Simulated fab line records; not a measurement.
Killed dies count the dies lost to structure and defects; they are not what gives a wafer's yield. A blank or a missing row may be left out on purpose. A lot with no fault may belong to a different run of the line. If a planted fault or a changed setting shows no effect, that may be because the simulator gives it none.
fab line records    flow n5_finfet
[record] lots = 4  wafers = 12  last_day = 17
route steps=1938 shown BEOL_M4@1099 BEOL_M5@1112 PASSIVATION@1936
lots untouched by any fault: they come from a run of this same line in which no faults occurred
start_h: start of the lot's first displayed wafer, in hours after the record's first day    wait_h: time in hours since the lot's previous step    " identical to the entry in the row above    L1.1+2: one row covering several wafers at once    - either no value or no given start    * or withheld: withheld    < > ~ a bound
route shown NAME@n: NAME is a module with steps in the file, n the number in the route of the first one    usual: mean/standard deviation taken from wafers without a fault    same: alike in all rows    chamber/n: place in a boat    sites: readings site by site    _std_site: standard deviation across them    _edge_site: mean of outer sites minus mean of inner sites    radius_mm: for every site, how far away it sits from the centre of the wafer    mask NAME#n: copy n    behind: the tool/chamber that last shaped the wafer    hold: cause of the lot's hold/its duration in hours/its outcome    device: which transistor (n, p or np) failed to switch    end of line: the route-end tests of the same wafers    step lacking rows: just its recipe    killed: count of dies lost to structure and defects at first sort (not the wafer's yield)    map: shows each die of a wafer: x if killed, . if not, _ if none is there
set.NAME: the setting the step ran with; set.NAME@STEP: the setting that earlier step ran with    model.NAME: the simulator's own value behind a step, which no gauge read
a table for each step, a row for each wafer; lots at some steps of the route
services: when a tool's chamber went out of use (start_h, in hours from the record's first day, below 0 if earlier), for how many hours, and the reason
[[steps]]
[step N5_BEOL_M4_ANNEAL_95]
[recipe] temp_c = 400  time_s = 240  ambient = vacuum
[step N5_BEOL_M4_SPUTTER_96]
[recipe] material = Cu  target_thk_a = 45  temp_c = -20  chamber_pressure_pa = 0.07  power_w = withheld  time_s = 8.29
[step N5_BEOL_M4_ECD_50]
[recipe] material = Cu  target_thk_a = 3000
[step N5_BEOL_M4_ANNEAL_51]
[recipe] temp_c = 225  time_s = 90  ambient = N2
[step N5_BEOL_M4_CMP_52]
[recipe] stop_on = SiOC  t_overpolish_s = 6.8  down_force_psi = 1  platen_rpm = 50  clearing_platen_down_force_psi = 1.5  clearing_platen_rpm = 50  post_cmp_clean = cu_alkaline  target_thk_nm = 40  clearing_platen_pad_velocity_m_s = 0.99484  pad_velocity_m_s = 0.99484
[step N5_BEOL_M4_PRE_CLEAN_60]
[recipe] gas = NH3/H2  time_s = 15  temp_c = *  rf_power_w = 300
[step N5_BEOL_M4_CO_CAP_55]
[recipe] material = Co  target_thk_a = 20  temp_c = 200  precursor = CCTBA/H2  pressure_torr = 30  time_s = 102.1
[step N5_BEOL_M4_PRE_CLEAN_56]
[recipe] gas = NH3  time_s = 15  temp_c = withheld  rf_power_w = 300
[step N5_BEOL_M4_DEP_57]
[recipe] material = SiCN  target_thk_a = 80  temp_c = withheld  precursor = 3MS/NH3  pressure_torr = 3  rf_w = 202  time_s = 14
[step N5_BEOL_M4_RC_MEAS_101]
[usual] DIBL_N = 37.2/2.5  DIBL_P = 38/3  IOFF_N = 0.17/0.044  IOFF_P = 0.24/0.059  ION_N = 667/13  ION_P = 461/7.9  SS_N = 71.8/0.86  SS_P = 73.6/0.92  VT_N = 250/4.1  VT_P = -249/3.9
lot.wafer  tool       chamber  start_h  wait_h  DIBL_N[mV/V]  DIBL_P[mV/V]  IOFF_N[nA/um]  IOFF_P[nA/um]  ION_N[uA/um]  ION_P[uA/um]  SS_N[mV/dec]  SS_P[mV/dec]  VT_N[mV]  VT_P[mV]
L619.2     prober-02  0        242.71   0.2     35.9          38            0.15           0.24           671           465           71.9          73.7          250       -249
L619.4     "          0        "        "       39.3          41            0.22           0.29           675           463           72.7          75.1          244       -248
L619.6     "          0        "        "       37.0          38            0.16           0.23           664           460           72.7          74.3          251       -250
L622.2     prober-02  0        269.25   0.2     43.7          45            0.33           0.36           689           465           74.4          75.6          242       -244
L622.3     "          0        "        "       34.9          36            0.13           0.18           669           461           71.2          72.6          253       -254
L622.6     "          0        "        "       40.3          41            0.22           0.26           678           459           73.8          74.3          249       -249
L623.2     prober-01  0        274.08   0.2     38.3          42            0.20           0.33           664           468           72.6          74.3          249       -243
L623.3     "          0        "        "       36.3          39            0.17           0.27           669           461           72.1          73.7          250       -244
L623.5     "          0        "        "       38.5          41            0.21           0.32           682           473           71.9          75.2          247       -243
L626.3     prober-02  0        290.77   0.3     36.7          37            0.15           0.22           662           458           71.5          73.6          253       -249
L626.4     "          0        "        "       33.0          33            0.10           0.18           651           460           70.7          72.3          257       -252
L626.6     "          0        "        "       39.8          41            0.21           0.30           675           464           72.2          74.6          248       -248
[step N5_BEOL_M5_ILD_DEP_00]
[recipe] material = SiCOH_lowk  target_thk_a = 1406.4  temp_c = 300  precursor = DEMS/porogen  pressure_torr = 5  rf_w = 500  time_s = 25.9
[usual] heater_power_w = 315/47  showerhead_plenum_p_Torr = 5.744/0.017  throttle_valve_pct = 13.7/0.67
lot.wafer  tool      chamber  start_h  wait_h  heater_power_w  showerhead_plenum_p_Torr  throttle_valve_pct  model.SiCOH_lowk_of_BEOL_M5_ILD_DEP_00.thk_nm
L619.2     pecvd-01  1        243.52   0.7     293             5.743                     13.6                141.6
L619.4     "         1        "        "       306             5.736                     13.8                143.4
L619.6     "         2        "        "       303             5.738                     13.9                142.2
L622.2     pecvd-04  0        270.07   0.7     386             5.729                     14.1                141.2
L622.3     "         1        "        "       331             5.719                     14.1                139.2
L622.6     "         1        "        "       330             5.727                     14.0                140.8
L623.2     pecvd-01  1        274.90   0.7     318             5.740                     13.7                72.8
L623.3     "         0        "        "       275             5.735                     13.8                75
L623.5     "         0        "        "       205             5.729                     14.0                74.2
L626.3     pecvd-01  0        291.43   0.5     263             5.747                     14.0                72.4
L626.4     "         0        "        "       268             5.741                     13.6                72.2
L626.6     "         1        "        "       334             5.742                     13.8                71
[step N5_BEOL_M5_CURE_79]
[recipe] temp_c = 385  time_s = 240  ambient = He/Ar  material = SiCOH_lowk
[step N5_BEOL_M5_THK_MEAS_01]
[recipe] reads = SiCOH_lowk_of_BEOL_M5_ILD_DEP_00
[usual] M5_ILD_THK = 121.6/2.1
lot.wafer  tool           chamber  start_h  wait_h  M5_ILD_THK[nm]
L619.2     film_metro-01  -        244.58   0.7     121.7
L619.4     "              -        "        "       123.5
L619.6     "              -        "        "       122.4
L622.2     film_metro-01  -        270.64   0.4     121.5
L622.3     "              -        "        "       119.7
L622.6     "              -        "        "       121.2
L623.2     film_metro-02  -        275.47   0.4     62.3
L623.3     "              -        "        "       64.3
L623.5     "              -        "        "       63.6
L626.3     film_metro-01  -        292.48   0.5     61.9
L626.4     "              -        "        "       61.9
L626.6     "              -        "        "       60.8
[step N5_BEOL_M5_PECVD_70]
[recipe] material = SiO2  target_thk_a = 160  temp_c = 400  precursor = TEOS/O2  pressure_torr = 5.5  rf_w = 450  teos_flow_sccm = 53.8  gas = O2  flow_sccm = 3000  time_s = 18
[step N5_BEOL_M5_HM_DEP_02]
[recipe] material = TiN  target_thk_a = 200  temp_c = 25  chamber_pressure_pa = 0.49996
[step N5_BEOL_M5_COAT_59]
[recipe] resist = SOC  temp_c = 250  time_s = 60  spin_rpm = 1500  resist_thk_nm = 60
[step N5_BEOL_M5_COAT_60]
[recipe] resist = SiARC  temp_c = 220  time_s = 60  spin_rpm = 1500  resist_thk_nm = 12
[step N5_BEOL_M5_COAT_71]
[recipe] resist = underlayer  temp_c = 205  time_s = 60  spin_rpm = 1500  resist_thk_nm = 5
[step N5_BEOL_M5_COAT_05]
[recipe] resist = CAR-EUV  spin_rpm = 1500  resist_thk_nm = 30
[step N5_BEOL_M5_EBR_07]
[recipe] solvent = PGMEA  ebr_width_mm = 1.5
[step N5_BEOL_M5_SOFTBAKE_06]
[recipe] temp_c = 110  time_s = 60  resist = CAR-EUV
[step N5_BEOL_M5_EXPOSE_08]
[recipe] mask_id = M5  na = 0.33  source_shape = annular  sigma_inner = 0.4  sigma_outer = 0.8  polarization = unpolarized  target_cd_nm = 28  dose_mj = 35.75
[step N5_BEOL_M5_PEB_09]
[recipe] peb_temp_c = 100  peb_time_s = 60  resist = CAR-EUV
[step N5_BEOL_M5_DEVELOP_10]
[recipe] develop_time_s = 30  developer = TMAH  resist = CAR-EUV  rinse_liquid = surfactant_rinse  dry = air_spin  dev_temp_c = 23
[step N5_BEOL_M5_DESCUM_16]
[recipe] chemistry = O2  time_s = 7  source_power_w = 50  bias_power_w = 20  pressure_mtorr = 20  rf_frequency_hz = 2.712e+07  temp_c = 40  resist = CAR-EUV  o2_flow_sccm = 225
[step N5_BEOL_M5_ETCH_72]
[recipe] chemistry = N2/H2  target = underlayer  target_depth_a = 65  mask_material = CAR-EUV  time_s = 5.2  ion_energy_ev = 200  pressure_mtorr = 30  source_w = 840  bias_w = 150  n2_flow_sccm = 200  h2_flow_sccm = 200  ends = cleared
[step N5_BEOL_M5_ETCH_61]
[recipe] chemistry = CF4  target = SiARC  target_depth_a = 156  mask_material = CAR-EUV  time_s = 26  ion_energy_ev = 80  pressure_mtorr = 40  source_w = 545  bias_w = 36  Ar_flow_sccm = 100  cf4_flow_sccm = 100  ends = cleared
[step N5_BEOL_M5_ETCH_62]
[recipe] chemistry = N2/H2  target = SOC  target_depth_a = 750  overetch_a = 150  mask_material = SiARC  temp_c = 40  time_s = 112.5  ion_energy_ev = 200  pressure_mtorr = 30  source_w = 840  bias_w = 150  n2_flow_sccm = 200  h2_flow_sccm = 200
[step N5_BEOL_M5_STRIP_63]
[recipe] chemistry = N2/H2  temp_c = 40  n2_flow_sccm = 200  h2_flow_sccm = 200  rf_frequency_hz = 6e+07
[step N5_BEOL_M5_STRIP_73]
[recipe] chemistry = N2/H2  temp_c = 40  n2_flow_sccm = 200  h2_flow_sccm = 200  rf_frequency_hz = 6e+07
[step N5_BEOL_M5_STRIP_64]
[recipe] chemistry = CF4  resist = SiARC  power_w = 300  bias_power_w = 75  pressure_mtorr = 50  cf4_flow_sccm = 150  rf_frequency_hz = 6e+07
[step N5_BEOL_M5_HM_OPEN_17]
[recipe] chemistry = Cl2/BCl3  target_depth_a = 200  overetch_a = 60  target = TiN  mask_material = SOC  ion_energy_ev = 150  pressure_mtorr = 10  icp_w = 1000  bias_w = 126  Cl2_flow_sccm = 53.25  bcl3_flow_sccm = 21.75  Ar_flow_sccm = 25
[step N5_BEOL_M5_STRIP_19]
[recipe] chemistry = O2  power_w = 400  temp_c = 40  pressure_mtorr = 30  rf_frequency_hz = 6e+07  bias_power_w = 0  overash_fraction = 0.2  o2_flow_sccm = 225
[step N5_BEOL_M5_COAT_65]
[recipe] resist = SOC  temp_c = 250  time_s = 60  spin_rpm = 1500  resist_thk_nm = 60
[step N5_BEOL_M5_COAT_66]
[recipe] resist = SiARC  temp_c = 220  time_s = 60  spin_rpm = 1500  resist_thk_nm = 12
[step N5_BEOL_M5_CMP_52]
[recipe] stop_on = SiCOH_lowk  t_overpolish_s = 6.9  down_force_psi = 1  platen_rpm = 50  clearing_platen_down_force_psi = 1.5  clearing_platen_rpm = 50  post_cmp_clean = cu_alkaline  target_thk_nm = 62  clearing_platen_pad_velocity_m_s = 0.99484  pad_velocity_m_s = 0.99484
[usual] motor_current_A = 6.2/0.67
lot.wafer  tool    chamber  start_h  wait_h  motor_current_A  model.SiCOH_lowk_of_BEOL_M5_ILD_DEP_00.thk_nm
L619.4     cmp-03  3        255.80   0.1     6.1              120.4
L619.2     "       2        "        "       7.1              118.8
L619.6     "       3        "        "       6.4              119.4
L622.2     cmp-04  1        281.24   0.2     6.6              118.4
L622.3     "       2        "        "       6.3              116.8
L622.6     "       0        "        "       5.0              118.2
L623.2     cmp-03  0        287.46   0.2     6.4              59.4
L623.3     "       2        "        "       7.4              61.4
L623.5     "       1        "        "       5.2              60.6
L626.4     cmp-04  0        303.30   0.2     5.0              58.8
L626.3     "       1        "        "       6.4              59
L626.6     "       0        "        "       5.1              57.8
[step N5_PASSIVATION_PROBE_49]
[usual] defect_limited_yield = 91.5/1.4  killed_at_M0_to_M3 = 32/11  killed_at_M4_up = 12/4.4  killed_at_contacts = 13/6.1  killed_at_front_end = 39/12  killed_at_other = 3.9/3  killed_dies = 100/17  killed_on_rim = 13/3.9  killed_open = 66/12  killed_short = 33/7.4  sort_bin_4_leakage = 0.03/0.14  sort_bin_5_function = 5.0/0.95  sort_bin_6_memory = 3.2/0.66  sort_bin_8_speed = 0.0/0.33  sort_n_pass = 1079/17
[same] gross_dies = 1180  killed_at_back_side = 0
lot.wafer  tool       chamber  start_h  wait_h  defect_limited_yield[%]  killed_at_M0_to_M3  killed_at_M4_up  killed_at_contacts  killed_at_front_end  killed_at_other  killed_dies  killed_on_rim  killed_open  killed_short  sort_bin_4_leakage[%]  sort_bin_5_function[%]  sort_bin_6_memory[%]  sort_bin_8_speed[%]  sort_n_pass
L619.2     prober-01  -        347.97   0.1     91.1                     42                  9                21                  33                   0                105          9              64           37            0                      4.7                     3.7                   0                    1075
L619.4     prober-01  -        348.07   0.2     91.4                     46                  13               25                  18                   0                102          16             71           30            0                      4.6                     3.6                   0.1                  1078
L619.6     prober-01  -        348.17   0.3     88.9                     52                  23               18                  35                   3                131          19             80           43            0                      6.9                     3.6                   0                    1049
L622.2     prober-02  -        369.80   0.1     92.9                     24                  9                22                  27                   2                84           13             53           31            1.19                   4.8                     1.9                   0                    1082
L622.3     prober-02  -        369.85   0.1     92.4                     25                  12               15                  38                   0                90           11             57           31            0                      4.7                     2.9                   0                    1090
L622.6     prober-02  -        370.00   0.3     92.2                     17                  17               9                   47                   2                92           11             56           34            0                      4.3                     2.9                   0                    1088
L623.2     prober-01  -        374.32   0.1     0.7                      35                  1063             19                  52                   3                1172         152            88           35            0                      5.9                     4.2                   0                    8
L623.3     prober-01  -        374.37   0.1     0.1                      40                  1082             12                  43                   2                1179         152            78           32            0                      5.6                     3.6                   0                    1
L623.5     prober-01  -        374.47   0.2     0                        39                  1083             10                  45                   3                1180         152            76           36            0                      5.8                     3.6                   0.2                  0
L626.3     prober-01  -        396.11   0.1     0.1                      43                  1083             15                  30                   8                1179         152            70           38            0                      5.3                     3.5                   0                    1
L626.4     prober-01  -        396.16   0.2     0.3                      28                  1081             12                  55                   1                1177         151            74           30            0                      5.7                     3.0                   0                    3
L626.6     prober-01  -        396.26   0.3     0.1                      47                  1074             6                   44                   8                1179         151            73           38            0                      5.8                     3.1                   0                    1
// killed by level:class
L619.2 MOL_CONTACT_COAG:geometric_particle:open=14 BEOL_M0_SAQP:geometric_particle:open=11 STI_FIN_REVEAL:geometric_particle:open=10 BEOL_M3:geometric_particle:open=9 MOL_CONTACT_COAG:geometric_particle:short=7 BEOL_M0_SAQP:geometric_particle:short=7 BEOL_M2:geometric_particle:open=7 STI_FIN_REVEAL:geometric_particle:short=4
L619.4 MOL_CONTACT_COAG:geometric_particle:open=19 BEOL_M0_SAQP:geometric_particle:short=14 STI_FIN_REVEAL:geometric_particle:open=10 BEOL_M0_SAQP:geometric_particle:open=9 BEOL_M2:geometric_particle:open=9 BEOL_M3:geometric_particle:open=8 BEOL_M4:geometric_particle:open=7 MOL_CONTACT_COAG:geometric_particle:short=6
L619.6 BEOL_M0_SAQP:geometric_particle:short=18 MOL_CONTACT_COAG:geometric_particle:open=15 BEOL_M4:geometric_particle:open=13 STI_FIN_REVEAL:geometric_particle:open=9 BEOL_M0_SAQP:geometric_particle:open=9 BEOL_M1:geometric_particle:open=8 BEOL_M2:geometric_particle:short=5 FIN_SAQP:geometric_particle:open=4
L622.2 MOL_CONTACT_COAG:geometric_particle:open=19 BEOL_M3:geometric_particle:open=7 BEOL_M0:geometric_particle:open=6 FIN_SAQP:geometric_particle:short=5 FIN_CUT:geometric_particle:short=4 GATE_CUT:geometric_particle:short=4 BEOL_M3:geometric_particle:short=4 DUMMY_GATE:geometric_particle:open=3
L622.3 MOL_CONTACT_COAG:geometric_particle:open=11 STI_FIN_REVEAL:geometric_particle:open=9 FIN_SAQP:geometric_particle:short=8 BEOL_M4:geometric_particle:open=6 BEOL_M0_SAQP:geometric_particle:open=5 BEOL_M2:geometric_particle:open=5 BEOL_M0:geometric_particle:open=4 ILD0:geometric_particle:short=4
L622.6 STI_FIN_REVEAL:geometric_particle:open=10 FIN_SAQP:geometric_particle:open=8 MOL_CONTACT_COAG:geometric_particle:open=8 BEOL_M4:geometric_particle:open=7 FIN_SAQP:geometric_particle:short=6 STI_FIN_REVEAL:geometric_particle:short=6 BEOL_M1:geometric_particle:open=4 STARTING-WAFER:geometric_particle:short=4
L623.2 BEOL_M5:area_dep=1049 MOL_CONTACT_COAG:geometric_particle:open=16 FIN_SAQP:geometric_particle:short=12 STI_FIN_REVEAL:geometric_particle:open=11 BEOL_M0_SAQP:geometric_particle:open=8 BEOL_M2:geometric_particle:open=8 FIN_SAQP:geometric_particle:open=7 BEOL_M4:geometric_particle:open=6
L623.3 BEOL_M5:area_dep=1066 STI_FIN_REVEAL:geometric_particle:open=11 MOL_CONTACT_COAG:geometric_particle:open=9 BEOL_M0_SAQP:geometric_particle:open=8 GATE_CUT:geometric_particle:short=7 BEOL_M0:geometric_particle:open=7 BEOL_M1:geometric_particle:open=7 FIN_SAQP:geometric_particle:open=6
L623.5 BEOL_M5:area_dep=1064 STI_FIN_REVEAL:geometric_particle:open=24 BEOL_M1:geometric_particle:open=11 BEOL_M0:geometric_particle:short=6 BEOL_M0_SAQP:geometric_particle:short=5 DUMMY_GATE:geometric_particle:open=5 MOL_CONTACT_COAG:geometric_particle:open=5 MOL_CONTACT_COAG:geometric_particle:short=5
L626.3 BEOL_M5:area_dep=1071 MOL_CONTACT_COAG:geometric_particle:open=11 BEOL_M1:geometric_particle:open=9 STI_FIN_REVEAL:geometric_particle:open=7 BEOL_M2:geometric_particle:open=7 BEOL_M0_SAQP:geometric_particle:short=7 BEOL_M3:geometric_particle:open=7 BEOL_M4:geometric_particle:open=6
L626.4 BEOL_M5:area_dep=1070 STI_FIN_REVEAL:geometric_particle:open=17 FIN_SAQP:geometric_particle:open=11 MOL_CONTACT_COAG:geometric_particle:open=10 BEOL_M0_SAQP:geometric_particle:open=7 BEOL_M3:geometric_particle:open=6 FIN_SAQP:geometric_particle:short=5 BEOL_M0:geometric_particle:open=5
L626.6 BEOL_M5:area_dep=1067 BEOL_M0_SAQP:geometric_particle:short=13 BEOL_M0_SAQP:geometric_particle:open=12 FIN_SAQP:geometric_particle:open=11 STI_FIN_REVEAL:geometric_particle:open=10 BEOL_M2:geometric_particle:open=8 FIN_SAQP:geometric_particle:short=6 MIM_TOP_ETCH:geometric_particle:open=6
// map L623.5 (x killed, . not)
_________________xxxxxxxxxxxx________________
______________xxxxxxxxxxxxxxxxxx_____________
___________xxxxxxxxxxxxxxxxxxxxxxxx__________
__________xxxxxxxxxxxxxxxxxxxxxxxxxx_________
________xxxxxxxxxxxxxxxxxxxxxxxxxxxxxx_______
_______xxxxxxxxxxxxxxxxxxxxxxxxxxxxxxxx______
______xxxxxxxxxxxxxxxxxxxxxxxxxxxxxxxxxx_____
_____xxxxxxxxxxxxxxxxxxxxxxxxxxxxxxxxxxxx____
____xxxxxxxxxxxxxxxxxxxxxxxxxxxxxxxxxxxxxx___
___xxxxxxxxxxxxxxxxxxxxxxxxxxxxxxxxxxxxxxxx__
___xxxxxxxxxxxxxxxxxxxxxxxxxxxxxxxxxxxxxxxx__
__xxxxxxxxxxxxxxxxxxxxxxxxxxxxxxxxxxxxxxxxxx_
__xxxxxxxxxxxxxxxxxxxxxxxxxxxxxxxxxxxxxxxxxx_
_xxxxxxxxxxxxxxxxxxxxxxxxxxxxxxxxxxxxxxxxxxxx
_xxxxxxxxxxxxxxxxxxxxxxxxxxxxxxxxxxxxxxxxxxxx
_xxxxxxxxxxxxxxxxxxxxxxxxxxxxxxxxxxxxxxxxxxxx
_xxxxxxxxxxxxxxxxxxxxxxxxxxxxxxxxxxxxxxxxxxxx
_xxxxxxxxxxxxxxxxxxxxxxxxxxxxxxxxxxxxxxxxxxxx
_xxxxxxxxxxxxxxxxxxxxxxxxxxxxxxxxxxxxxxxxxxxx
_xxxxxxxxxxxxxxxxxxxxxxxxxxxxxxxxxxxxxxxxxxxx
_xxxxxxxxxxxxxxxxxxxxxxxxxxxxxxxxxxxxxxxxxxxx
__xxxxxxxxxxxxxxxxxxxxxxxxxxxxxxxxxxxxxxxxxx_
__xxxxxxxxxxxxxxxxxxxxxxxxxxxxxxxxxxxxxxxxxx_
___xxxxxxxxxxxxxxxxxxxxxxxxxxxxxxxxxxxxxxxx__
___xxxxxxxxxxxxxxxxxxxxxxxxxxxxxxxxxxxxxxxx__
____xxxxxxxxxxxxxxxxxxxxxxxxxxxxxxxxxxxxxx___
_____xxxxxxxxxxxxxxxxxxxxxxxxxxxxxxxxxxxx____
______xxxxxxxxxxxxxxxxxxxxxxxxxxxxxxxxxx_____
_______xxxxxxxxxxxxxxxxxxxxxxxxxxxxxxxx______
________xxxxxxxxxxxxxxxxxxxxxxxxxxxxxx_______
__________xxxxxxxxxxxxxxxxxxxxxxxxxx_________
___________xxxxxxxxxxxxxxxxxxxxxxxx__________
______________xxxxxxxxxxxxxxxxxx_____________
_________________xxxxxxxxxxxx________________
// map L626.3 (x killed, . not)
_________________xxxxxxxxxxxx________________
______________xxxxxxxxxxx.xxxxxx_____________
___________xxxxxxxxxxxxxxxxxxxxxxxx__________
__________xxxxxxxxxxxxxxxxxxxxxxxxxx_________
________xxxxxxxxxxxxxxxxxxxxxxxxxxxxxx_______
_______xxxxxxxxxxxxxxxxxxxxxxxxxxxxxxxx______
______xxxxxxxxxxxxxxxxxxxxxxxxxxxxxxxxxx_____
_____xxxxxxxxxxxxxxxxxxxxxxxxxxxxxxxxxxxx____
____xxxxxxxxxxxxxxxxxxxxxxxxxxxxxxxxxxxxxx___
___xxxxxxxxxxxxxxxxxxxxxxxxxxxxxxxxxxxxxxxx__
___xxxxxxxxxxxxxxxxxxxxxxxxxxxxxxxxxxxxxxxx__
__xxxxxxxxxxxxxxxxxxxxxxxxxxxxxxxxxxxxxxxxxx_
__xxxxxxxxxxxxxxxxxxxxxxxxxxxxxxxxxxxxxxxxxx_
_xxxxxxxxxxxxxxxxxxxxxxxxxxxxxxxxxxxxxxxxxxxx
_xxxxxxxxxxxxxxxxxxxxxxxxxxxxxxxxxxxxxxxxxxxx
_xxxxxxxxxxxxxxxxxxxxxxxxxxxxxxxxxxxxxxxxxxxx
_xxxxxxxxxxxxxxxxxxxxxxxxxxxxxxxxxxxxxxxxxxxx
_xxxxxxxxxxxxxxxxxxxxxxxxxxxxxxxxxxxxxxxxxxxx
_xxxxxxxxxxxxxxxxxxxxxxxxxxxxxxxxxxxxxxxxxxxx
_xxxxxxxxxxxxxxxxxxxxxxxxxxxxxxxxxxxxxxxxxxxx
_xxxxxxxxxxxxxxxxxxxxxxxxxxxxxxxxxxxxxxxxxxxx
__xxxxxxxxxxxxxxxxxxxxxxxxxxxxxxxxxxxxxxxxxx_
__xxxxxxxxxxxxxxxxxxxxxxxxxxxxxxxxxxxxxxxxxx_
___xxxxxxxxxxxxxxxxxxxxxxxxxxxxxxxxxxxxxxxx__
___xxxxxxxxxxxxxxxxxxxxxxxxxxxxxxxxxxxxxxxx__
____xxxxxxxxxxxxxxxxxxxxxxxxxxxxxxxxxxxxxx___
_____xxxxxxxxxxxxxxxxxxxxxxxxxxxxxxxxxxxx____
______xxxxxxxxxxxxxxxxxxxxxxxxxxxxxxxxxx_____
_______xxxxxxxxxxxxxxxxxxxxxxxxxxxxxxxx______
________xxxxxxxxxxxxxxxxxxxxxxxxxxxxxx_______
__________xxxxxxxxxxxxxxxxxxxxxxxxxx_________
___________xxxxxxxxxxxxxxxxxxxxxxxx__________
______________xxxxxxxxxxxxxxxxxx_____________
_________________xxxxxxxxxxxx________________
[[services]]
tool    chamber  start_h  hours  kind
cmp-03  -        226.70   1.3    repair
[[key]]
[first_sign] step = N5_BEOL_M5_THK_MEAS_01  reading = M5_ILD_THK  direction = down  sigmas = 28  usual = 121.6  struck = 62.5
[effect] step = N5_PASSIVATION_PROBE_49  reading = killed_at_M4_up  direction = up  sigmas = 99+  usual = 12  struck = 1078
[model_effect] step = N5_BEOL_M5_ILD_DEP_00  value = SiCOH_lowk_of_BEOL_M5_ILD_DEP_00.thk_nm  without = 143  struck = 72.93
[model_effect] step = N5_BEOL_M5_CMP_52  value = SiCOH_lowk_of_BEOL_M5_ILD_DEP_00.thk_nm  without = 120  struck = 59.5
[more_kills_born_at] N5_BEOL_M5_ILD_DEP_00@pecvd-01 = 6387
met_at N5_BEOL_M5_ILD_DEP_00
struck_wafers L623.2,L623.3,L623.5,L626.3,L626.4,L626.6
later_rows_left_out L623.2,L623.3,L623.5,L626.3,L626.4,L626.6
onset_between 243.52 274.90
also_fits time
[fault] kind = process_parameter_drift  tool = pecvd-01  chamber = -  onset_h = 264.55  steps = N5_BEOL_M5_ILD_DEP_00  channel = time_s  offset = *  shape = step  end_h = 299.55  acts_in = *  stated = *
// later_rows_left_out: the simulator's readings of these wafers behind a module that went badly wrong aren't trusted and aren't shown, but for the sort
